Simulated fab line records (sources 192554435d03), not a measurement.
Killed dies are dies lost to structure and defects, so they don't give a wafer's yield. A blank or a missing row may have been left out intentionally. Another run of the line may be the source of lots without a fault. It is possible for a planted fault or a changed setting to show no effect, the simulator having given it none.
8D (eight disciplines) problem report, filled in by code    flow n5-finfet    the parts of the form that need people (team, actions taken, sign-off) are left out

== 1. THE ISSUE ==
Wafers without a fault read 0.83 a.u., standard deviation 0.076; oes-product-au at N5_MIM_TOP_ETCH_ETCH_00 reads a mean of 1.27 a.u. on 5 wafers belonging to 3 lots. Relative to the usual mean, that is a shift of +5.8 standard deviations.
The step: etches TiN in Cl2/BCl3, target depth 38.5 nm.
First seen on wafer L670.2, day 13 00:37, on rie-metal-03. Wafers with a number at this step in the record: 21, from 7 lots. By rule, "out" or "out of limits" means more than 4 standard deviations away from the usual mean. The other wafers with a number count as sound.

== 2. WHAT THIS IS AND IS NOT ==
question                     is                                      is not
which readings at this step  oes-product-au                          drypump-motor-current-A, oes_ar_750_au
which lots                   L670, L671, L673                        L667, L669, L687, L688
which wafers of those lots   L670.2, L671.1, L671.4, L673.3, L673.5  L670.1, L670.3, L671.5, L673.4
read on which tools          rie-metal-03                            rie-metal-02
when                         from day 13 00:37                       up to then (8 sound wafers); but 8 sound wafers of L671, L673, L687, L688 came after

== 3. THE SUSPECTS, EACH WITH WHAT RULES IT OUT ==
Counting: a tool at a process step up to the reading stays a suspect if it ran every lot that is out. Sound lots after the first of them don't rule it out here, since some wafers of a struck lot are sound.
- rie-metal-03 at N5_MIM_TOP_ETCH_ETCH_00 (etches TiN in Cl2/BCl3, target depth 38.5 nm): kept. It processed each lot that is out (first: L670, day 13 00:37); up to then, its last sound lot is L669 (day 12 06:38). On those wafers its own readings are out: oes-product-au.
- Within rie-metal-03 at N5_MIM_TOP_ETCH_ETCH_00, the wafers that are out were processed in chamber 0 and their sound lot-mates in chamber 1.
Remaining after the count: rie-metal-03 at N5_MIM_TOP_ETCH_ETCH_00.

== 4. THE CAUSE (what the simulator had put in) ==
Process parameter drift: rie-metal-03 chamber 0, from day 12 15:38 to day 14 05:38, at N5_MIM_TOP_ETCH_ETCH_00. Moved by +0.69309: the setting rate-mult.
After counting, this tool was the only one left.

== 5. THE EFFECT CHAIN, in route order ==
Rows list readings where the struck wafers' mean (over those with a number) sits beyond 3 standard deviations from the usual. Scope: only readings with a usual standard deviation given in the record; hours: median across lots of the time from each lot's start at the first step in this table that gives one to its start at this step; sigmas: change in usual standard deviations.
hours  step                     reading         usual      on struck wafers  change  sigmas
0      N5_MIM_TOP_ETCH_ETCH_00  oes-product-au  0.83 a.u.  1.27              +0.44   +5.8
The process steps in it:
- N5_MIM_TOP_ETCH_ETCH_00: etches TiN in Cl2/BCl3, target depth 38.5 nm.

== 6. HOW IT WOULD HAVE BEEN CAUGHT EARLIER ==
The fault began at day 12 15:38; the first out-of-limits reading in this record came at day 13 00:37, 9 hours later.
